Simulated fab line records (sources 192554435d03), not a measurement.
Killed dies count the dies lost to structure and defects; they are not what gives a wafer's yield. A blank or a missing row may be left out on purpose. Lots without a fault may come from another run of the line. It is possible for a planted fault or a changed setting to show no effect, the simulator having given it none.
A struck lot beside a sound one | flow n5 finfet | 25 steps out of a route of 1938
Sound: wafers L451.1, L451.2, L451.4. Struck: wafers L457.1, L457.2, L457.4. Last of all comes the cause.
Order at every step that has rows: each side's tool, ch and its chambers, its first start. Under that, the readings that differ: sound wafers | struck wafers | difference of the means | sigmas: that difference in standard deviations of wafers without a fault.
alike: readings with means less than 2 such deviations apart, plus words and numbers identical on both sides. not compared: withheld readings, readings lacking a value on some wafer, bounds such as >300 that could conceal the same value, and numbers that have no deviation in the record and whose values overlap.
The two part at a step that has a row with sigmas, a row that says differs or no value, or rows on one side only. When numbers do not overlap yet have no deviation, they are printed without sigmas and do not part them. Lack of a reading on every wafer of one side parts them only where that side has two or more wafers.

N5_BEOL_M6_THK_MEAS_53: measures by xrf.
  sound on film metro-01, day 11 07:26; struck on film metro-02, day 13 15:43
  alike: M6_THK
then, 2 steps without rows for these wafers: N5_BEOL_M6_PRE_CLEAN_55 (time 15 s); N5_BEOL_M6_DEP_56 (deposits SiCN from 3MS/NH3, target thk 10 nm, time 17.5 s).
N5_BEOL_M6_RS_MEAS_57: a four-point-probe measurement.
  sound on film metro-01, day 11 07:34; struck on film metro-02, day 13 15:51
  alike: M6_RS
N5_BEOL_M6_INSPECT_58: inspects for defects (darkfield).
  sound on defect inspect-02, day 11 07:35; struck on defect inspect-01, day 13 15:52
  alike: raw defect count
then, 1 step without rows for these wafers: N5_BEOL_M7_ILD_DEP_00 (deposits SiCOH lowk from DEMS/porogen, target thk 179.75 nm, time 33.4 s).
N5_BEOL_M7_CURE_74: cures SiCOH lowk, time 240 s.
  sound on uv cure-02 ch 2, day 11 07:43; struck on uv cure-03 ch 2, day 13 16:00
  alike: lamp power pct, wafer_temp_C_max
N5_BEOL_M7_THK_MEAS_01:
  sound on film metro-01, day 11 08:13; struck on film metro-01, day 13 16:31
  alike: M7_ILD_THK
N5_BEOL_M7_PECVD_70: deposits SiO2 from TEOS/O2, target thk 20 nm, time 22.7 s.
  sound on pecvd-02 ch 0,1, day 11 08:16; struck on pecvd-03 ch 0,1,2, day 13 16:33
  alike: heater power w, showerhead plenum p Torr, susceptor temp C, throttle valve pct
N5_BEOL_M7_HM_DEP_02: deposits TiN, target thk 20 nm.
  sound on pvd sputter-01, day 11 09:33; struck on pvd sputter-02, day 13 18:04
  alike: susceptor temp C, throttle valve pct
then, 2 steps without rows for these wafers: N5_BEOL_M7_COAT_59 (time 60 s, resist thk 100 nm); N5_BEOL_M7_COAT_60 (time 60 s, resist thk 35 nm).
N5_BEOL_M7_COAT_05: resist thk 90 nm.
  sound on litho track-02 ch 0, day 11 09:42; struck on litho track-05 ch 0, day 13 18:11
  reading                                      | sound                | struck               | difference | sigmas
  spin speed rpm (rpm)                         | 1500.6 1497.2 1497.7 | 1401.5 1402.0 1401.7 | -96.8      | -88
  model.CAR-ArF_of_BEOL_M7_COAT_05.thk nm (nm) | 90.2 90.4 90         | 93.2 93.2 93.4       | +3.1       |
then, 5 steps without rows for these wafers: N5_BEOL_M7_EBR_07; N5_BEOL_M7_SOFTBAKE_06 (time 60 s); N5_BEOL_M7_EXPOSE_08 (exposes mask M7); N5_BEOL_M7_PEB_09 (peb time 60 s); N5_BEOL_M7_DEVELOP_10 (develop time 30 s).
N5_BEOL_M7_CD_MEAS_11: target cd 38.5 nm.
  sound on cd sem-01 ch 0, day 11 10:04; struck on cd sem-03 ch 0, day 13 18:33
  alike: cd nm
N5_BEOL_M7_OVL_MEAS_12:
  sound on overlay-02 ch 0, day 11 10:05; struck on overlay-01 ch 0, day 13 18:35
  alike: M7_OVL
N5_BEOL_M7_INSPECT_13: inspects for defects (brightfield).
  sound on defect inspect-02, day 11 10:07; struck on defect inspect-01, day 13 18:37
  alike: raw defect count
N5_BEOL_M7_DESCUM_16: chemistry O2, time 7.9 s.
  sound on rie diel-06 ch 0,1,3, day 11 10:16; struck on rie diel-01 ch 0,1,2, day 13 18:39
  alike: drypump motor current A, oes product au, rf vpp V, showerhead plenum p Torr, throttle valve pct
  not compared: rf hours counter h
N5_BEOL_M7_ETCH_61: etches SiARC in CF4, target depth 45.5 nm, time 75.8 s.
  sound on rie diel-06 ch 0,1,3, day 11 10:17; struck on rie diel-01 ch 0,1,2, day 13 18:41
  reading                                      | sound          | struck       | difference | sigmas
  model.CAR-ArF_of_BEOL_M7_COAT_05.thk nm (nm) | 51.2 51.2 50.8 | 53.8 53.8 54 | +2.8       |
  alike: drypump motor current A, etch rf on time s, oes product au, rf vpp V, showerhead plenum p Torr, throttle valve pct
  not compared: rf hours counter h
N5_BEOL_M7_ETCH_62: etches SOC in N2/H2, target depth 110 nm, overetch 22 nm, time 165 s.
  sound on rie diel-06 ch 0,1,3, day 11 10:21; struck on rie diel-01 ch 0,1,2, day 13 18:44
  alike: drypump motor current A, h2 flow sccm, oes product au, rf vpp V, showerhead plenum p Torr, throttle valve pct
  not compared: rf hours counter h
-- the record jumps here: 4 days lie between the struck wafers' starts before and after (it left off in module BEOL_M7 and takes up again in module PASSIVATION, whose first step shown is number 1936 of the route) --
N5_PASSIVATION_PROBE_49:
  rows exist in the record for the struck wafers here (prober-01, day 17 06:48), but not for the sound ones

== WHERE THEY PART ==
First at N5_BEOL_M7_COAT_05; last, within this record, at N5_PASSIVATION_PROBE_49.

WHY: what the simulator had put in
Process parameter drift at N5_BEOL_M7_COAT_05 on litho track-05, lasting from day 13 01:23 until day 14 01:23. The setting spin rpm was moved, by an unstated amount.
